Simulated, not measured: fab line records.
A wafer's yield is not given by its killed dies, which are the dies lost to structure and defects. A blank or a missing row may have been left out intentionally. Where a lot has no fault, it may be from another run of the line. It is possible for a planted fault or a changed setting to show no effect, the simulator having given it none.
Chamber matching -- flow n5Finfet -- N5_BEOL_M4_ETCHBACK_99 on rieDiel-04 has 4 sister chambers
The step etches SiO2 in CHF3, target depth 5 nm, time 10.4 s. 16 wafers are shown with their chamber, then 8 later ones without.

WAFERS PAIRED WITH THEIR CHAMBERS
wafer,chamber,drypumpMotorCurrentA (A),showerheadPlenumPTorr (Torr),throttleValvePct (%)
L075.1,0,6.2,2.18,16.71
L075.5,2,5.5,2.23,16.88
L075.6,1,5.4,2.14,17.05
L080.4,3,6.1,2.11,17.02
L080.5,0,6.2,2.18,16.72
L080.6,2,5.4,2.22,16.89
L083.1,2,5.5,2.22,16.90
L083.3,0,6.2,2.18,16.71
L083.5,3,6.1,2.11,17.03
L085.1,3,6.1,2.10,17.04
L085.4,0,6.2,2.18,16.73
L085.5,2,5.5,2.22,16.92
L086.2,1,5.4,2.13,17.07
L086.5,2,5.5,2.22,16.93
L086.6,1,5.4,2.13,17.06
L089.2,3,6.1,2.10,17.05

SIGNATURES (means of the wafers above)
reading,chamber 0,chamber 1,chamber 2,chamber 3,scatter within a chamber
drypumpMotorCurrentA,6.200,5.400,5.480,6.100,0.0258
showerheadPlenumPTorr,2.1800,2.1333,2.2220,2.1050,0.00453
throttleValvePct,16.7175,17.0600,16.9040,17.0350,0.015
Rule: a wafer's distance from a chamber is the root of the sum, over the readings, of the square of ((its reading less the chamber's mean) divided by the reading's scatter). The wafer belongs to the nearest chamber; if the next one is less than 2 further off, it can't be placed. The scatter: the root of (the sum of the squares of (reading less its chamber's mean) over the shown wafers, divided by (wafers less chambers)).

WAFERS WHOSE CHAMBER IS MISSING
wafer,drypumpMotorCurrentA (A),showerheadPlenumPTorr (Torr),throttleValvePct (%)
L089.4,5.5,2.21,16.94
L089.6,6.2,2.17,16.77
L091.1,5.5,2.21,16.94
L091.2,6.2,2.17,16.75
L091.6,5.5,2.21,16.94
L095.1,5.4,2.12,17.09
L095.4,5.4,2.12,17.10
L095.5,6.2,2.10,17.10

WHICH CHAMBER EACH ONE RAN IN
wafer,from the rows above,in truth
L089.4,2,2
L089.6,0,0
L091.1,2,2
L091.2,0,0
L091.6,2,2
L095.1,1,1
L095.4,1,1
L095.5,3,3
Correct placement for 8 of the 8. Number that these rows cannot place: 0. 0 placed wrongly.
